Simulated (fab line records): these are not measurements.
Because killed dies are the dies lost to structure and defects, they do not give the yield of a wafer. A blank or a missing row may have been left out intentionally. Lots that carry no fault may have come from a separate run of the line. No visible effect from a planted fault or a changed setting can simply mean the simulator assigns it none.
Which tool is to blame? + flow nand harc + 11 lots with 33 wafers sampled at 4 steps, on a route of 1302 steps

## WHAT EACH GAUGE READ, for each wafer
NHARC_P_GATE_CD_MEAS_46 targets a cd of 720 nm.
| lot  | measured     | on        | cd nm (nm)        |
|------|--------------|-----------|-------------------|
| L422 | day 5 12:27  | cd sem-03 | 719.2 719.5 719.9 |
| L423 | day 5 22:58  | cd sem-01 | 719.5 719.2 721.2 |
| L426 | day 7 07:38  | cd sem-03 | 718.6 719.5 722.0 |
| L428 | day 8 00:41  | cd sem-02 | - - -             |
| L429 | day 8 05:27  | cd sem-01 | 718.4 719.4 717.3 |
| L437 | day 11 16:26 | cd sem-02 | 719.9 720.4 720.7 |
| L438 | day 12 11:04 | cd sem-01 | 721.0 720.0 721.5 |
| L439 | day 12 18:34 | cd sem-03 | 721.7 720.5 721.3 |
| L441 | day 13 09:54 | cd sem-02 | 719.8 718.4 719.6 |
| L443 | day 14 01:56 | cd sem-02 | 721.9 722.3 722.5 |
| L444 | day 14 15:19 | cd sem-02 | 719.2 721.4 720.4 |

## WHICH TOOL RAN EACH LOT (tool, then ch and the chambers of the sampled wafers, then the start)
| lot  | NHARC_P_STI_ETCH_42               | NHARC_P_GATE_HM_OPEN_105                      | NHARC_P_GATE_EXPOSE_43            |
|------|-----------------------------------|-----------------------------------------------|-----------------------------------|
| L422 | rie diel-06 ch 1,2,3, day 2 21:19 | rie diel-01 ch 1,2,3, day 5 12:17 or earlier  | krf scanner-04 ch 0, day 5 12:17  |
| L423 | rie diel-07 ch 2,3, day 3 09:32   | rie diel-10 ch 1,2, day 5 22:49 or earlier    | krf scanner-01 ch 0, day 5 22:49  |
| L426 | rie diel-07 ch 0,1,3, day 4 12:18 | rie diel-10 ch 0,1, day 7 07:29 or earlier    | krf scanner-01 ch 0, day 7 07:29  |
| L428 | rie diel-07 ch 2,3, day 5 07:27   | rie diel-03 ch 1,3, day 8 00:32 or earlier    | krf scanner-01 ch 0, day 8 00:32  |
| L429 | rie diel-06 ch 1,2,3, day 5 17:31 | rie diel-10 ch 0,2, day 8 05:17 or earlier    | krf scanner-04 ch 0, day 8 05:17  |
| L437 | rie diel-04 ch 1,2,3, day 9 03:11 | rie diel-01 ch 0,1,2, day 11 16:16 or earlier | krf scanner-03 ch 0, day 11 16:16 |
| L438 | rie diel-06 ch 0,1,3, day 9 15:28 | rie diel-03 ch 0,2,3, day 12 10:55 or earlier | krf scanner-01 ch 0, day 12 10:55 |
| L439 | rie diel-04 ch 0,2, day 10 00:50  | rie diel-01 ch 0,1,3, day 12 18:25 or earlier | krf scanner-04 ch 0, day 12 18:25 |
| L441 | rie diel-06 ch 1,2, day 10 17:19  | rie diel-10 ch 0,1,2, day 13 09:45 or earlier | krf scanner-01 ch 0, day 13 09:45 |
| L443 | rie diel-06 ch 2,3, day 11 12:19  | rie diel-03 ch 0,1,2, day 14 01:47 or earlier | krf scanner-04 ch 0, day 14 01:47 |
| L444 | rie diel-07 ch 0,2, day 11 22:56  | rie diel-03 ch 0,2, day 14 15:09 or earlier   | krf scanner-04 ch 0, day 14 15:09 |
- NHARC_P_STI_ETCH_42: etches the open film in N2/H2, target depth 80 nm, overetch 24 nm, time 61 s.
- NHARC_P_GATE_HM_OPEN_105: chemistry O2/COS, target depth 360 nm.
- NHARC_P_GATE_EXPOSE_43: exposes mask P NSD, target cd 720 nm.

## THE ANSWER, worked out from the rows above alone
Rule: the lots themselves supply what counts as usual. The widest of any qualifying gaps counts: lots, ordered by their means at a reading, are off when they make up no more than a third of the lots, leave a main group of 4 or more, and stand apart from it by 3 or more times the standard deviation of that group's means. A main group whose means are all the same, to the digits that the tables above print for the reading, isn't used. A lot without any number at a reading at which 4 lots or more have one is off too. All remaining lots with rows at the step are treated as sound.
Off: L428, at NHARC_P_GATE_CD_MEAS_46 (cd nm). Without a number there: L428. The main group has a mean of 720.2 nm with a standard deviation of 1.
If a tool, at a process step before that reading, ran all the lots that are off and no sound lot after the first of them, it fits. Those tools and the gauges at NHARC_P_GATE_CD_MEAS_46 are tried in the same way. NHARC_P_GATE_HM_OPEN_105 gives no start for some lots, so the hours and the order of its lots are those of NHARC_P_GATE_EXPOSE_43. None of those tried fits.

## WHAT THE SIMULATOR PUT IN
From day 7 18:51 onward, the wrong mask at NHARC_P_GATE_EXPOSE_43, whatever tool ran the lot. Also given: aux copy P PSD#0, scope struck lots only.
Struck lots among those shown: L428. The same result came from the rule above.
